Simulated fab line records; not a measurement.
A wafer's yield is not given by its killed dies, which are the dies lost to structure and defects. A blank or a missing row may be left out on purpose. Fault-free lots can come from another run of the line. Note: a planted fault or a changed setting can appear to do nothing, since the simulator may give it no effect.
A lot that was struck, set against a sound lot ; flow n5 finfet ; 37 steps out of a route of 1938
Sound: the wafers L672.1, L672.5, L672.6. Struck: wafers L680.5, L680.6. (L680.3 of the same lot was not struck and is left out.) The cause comes at the end.
At each step with rows: each side's tool, then ch and its chambers, then its first start. Under that, the readings that differ: sound wafers ; struck wafers ; difference of the means ; sigmas: that difference in standard deviations of wafers without a fault.
alike: readings with means less than 2 such deviations apart, plus words and numbers identical on both sides. not compared: withheld readings, readings lacking a value on some wafer, bounds such as >300 that could conceal the same value, and numbers that have no deviation in the record and whose values overlap.
Wherever a step has rows on one side only, a row that says differs or no value, or a row with sigmas, the two part there. Non-overlapping numbers with no deviation appear without sigmas and do not part them. A reading missing from all wafers of one side parts the sides only when that side holds two or more wafers.

first, 9 steps without rows for these wafers: N5_MOL_CONTACT_COAG_PRECLEAN_127 (cleans in DIW, time 57.5 s); N5_MOL_CONTACT_COAG_SRD_128 (dry time 32 s); N5_MOL_CONTACT_COAG_CMP_52 (polishes, stops on SiO2, t overpolish 1.5 s, target thk 66.5 nm); N5_MOL_CONTACT_COAG_ANNEAL_112 (time 1800 s); N5_BEOL_M0_SAQP_PECVD_00 (deposits SiCN from 3MS/NH3, target thk 8 nm, time 14 s); N5_BEOL_M0_SAQP_ILD_DEP_01 (deposits SiOC from DEMS/O2, target thk 45.419 nm, time 8.7 s); N5_BEOL_M0_SAQP_HM_DEP_02 (deposits TiN, target thk 12 nm); N5_BEOL_M0_SAQP_PECVD_03 (deposits SiCN from 3MS/NH3, target thk 12 nm, time 21.1 s); N5_BEOL_M0_SAQP_PECVD_96 (deposits a-Si from SiH4/He, target thk 45 nm, time 45.2 s).
N5_BEOL_M0_SAQP_PECVD_97: deposits SiNx from SiH4/NH3/N2, target thk 23 nm, time 19.9 s.
  sound on pecvd-04 ch 0,1, day 7 10:35; struck on pecvd-04 ch 1,2, day 9 09:42
reading;sound;struck;difference;sigmas
model.SiNx_of_BEOL_M0_SAQP_PECVD_97.thk nm (nm);23 23.8 23.2;33.2 33.4;+10.0;
  alike: heater power w, showerhead plenum p Torr, throttle valve pct
then, 24 steps without rows for these wafers: N5_BEOL_M0_SAQP_PECVD_04 (deposits a-Si from SiH4/He, target thk 60 nm, time 60.2 s); N5_BEOL_M0_SAQP_HM_DEP_111 (deposits SiO2 from SiH4/N2O, target thk 12 nm, time 7.2 s); N5_BEOL_M0_SAQP_COAT_81 (time 60 s, resist thk 100 nm); N5_BEOL_M0_SAQP_COAT_82 (time 60 s, resist thk 30 nm); N5_BEOL_M0_SAQP_COAT_08 (resist thk 90 nm); N5_BEOL_M0_SAQP_EBR_10; N5_BEOL_M0_SAQP_SOFTBAKE_09 (time 60 s); N5_BEOL_M0_SAQP_EXPOSE_11 (exposes mask M0 CORE, target cd 42 nm); N5_BEOL_M0_SAQP_PEB_12 (peb time 60 s); N5_BEOL_M0_SAQP_DEVELOP_13 (develop time 30 s); N5_BEOL_M0_SAQP_DESCUM_19 (chemistry O2, time 7.9 s); N5_BEOL_M0_SAQP_ETCH_83 (etches SiARC in CF4, target depth 39 nm, time 65 s); N5_BEOL_M0_SAQP_ETCH_84 (etches SOC in N2/H2, target depth 100 nm, overetch 20 nm, time 150 s); N5_BEOL_M0_SAQP_STRIP_80 (strips in N2/H2); N5_BEOL_M0_SAQP_HM_OPEN_112 (chemistry CHF3/O2, target SiO2, stops on a-Si, target depth 12 nm, time 13.5 s); N5_BEOL_M0_SAQP_STRIP_113 (strips in CHF3/O2); N5_BEOL_M0_SAQP_MANDREL_ETCH_20 (etches a-Si in HBr/Cl2, stops on SiNx, target depth 60 nm, bt time 10 s, time 30 s); N5_BEOL_M0_SAQP_STRIP_86 (strips in N2/H2); N5_BEOL_M0_SAQP_STRIP_115 (strips in post etch residue remover, time 60 s); N5_BEOL_M0_SAQP_SRD_93 (time 30 s); N5_BEOL_M0_SAQP_RECESS_114 (chemistry HF/NH3, target SiO2, target depth 14.4 nm, afs cycles 3, sublimation time 60 s); N5_BEOL_M0_SAQP_SPACER1_ALD_98 (deposits SiO2, target thk 12.8 nm, pulse time 1 s, purge time 2 s); N5_BEOL_M0_SAQP_SPACER1_ETCHBACK_99 (etches SiO2 in CHF3/O2, target depth 15.4 nm, time 7.7 s); N5_BEOL_M0_SAQP_MANDREL1_REMOVE_100 (chemistry HBr/Cl2/O2, target a-Si, stops on SiNx, bt time 10 s).
N5_BEOL_M0_SAQP_ETCH_106: etches SOC in N2/H2, stops on SiNx, target depth 150 nm.
  sound on rie diel-02 ch 0,1,3, day 7 14:14; struck on rie diel-02 ch 2,3, day 9 12:55
reading;sound;struck;difference;sigmas
model.SiNx_of_BEOL_M0_SAQP_PECVD_97.thk nm (nm);15.2 16 15.4;25.6 25.8;+10.2;
  alike: drypump motor current A, oes product au, rf vpp V, showerhead plenum p Torr, throttle valve pct
  not compared: rf hours counter h
N5_BEOL_M4_RC_MEAS_101:
  the record has rows for the sound wafers here (prober-01 ch 0, day 9 19:44) and none for the struck ones
-- the record jumps here: 6 days lie between the struck wafers' starts before and after (it left off in module BEOL_M4 and takes up again in module PASSIVATION, whose first step shown is number 1936 of the route) --
N5_PASSIVATION_PROBE_49:
  the record has rows for the struck wafers here (prober-02, day 15 20:55) and none for the sound ones

== WHERE THEY PART ==
Last at N5_PASSIVATION_PROBE_49 as far as this record goes, first at N5_BEOL_M4_RC_MEAS_101.

WHY: the cause the simulator had injected
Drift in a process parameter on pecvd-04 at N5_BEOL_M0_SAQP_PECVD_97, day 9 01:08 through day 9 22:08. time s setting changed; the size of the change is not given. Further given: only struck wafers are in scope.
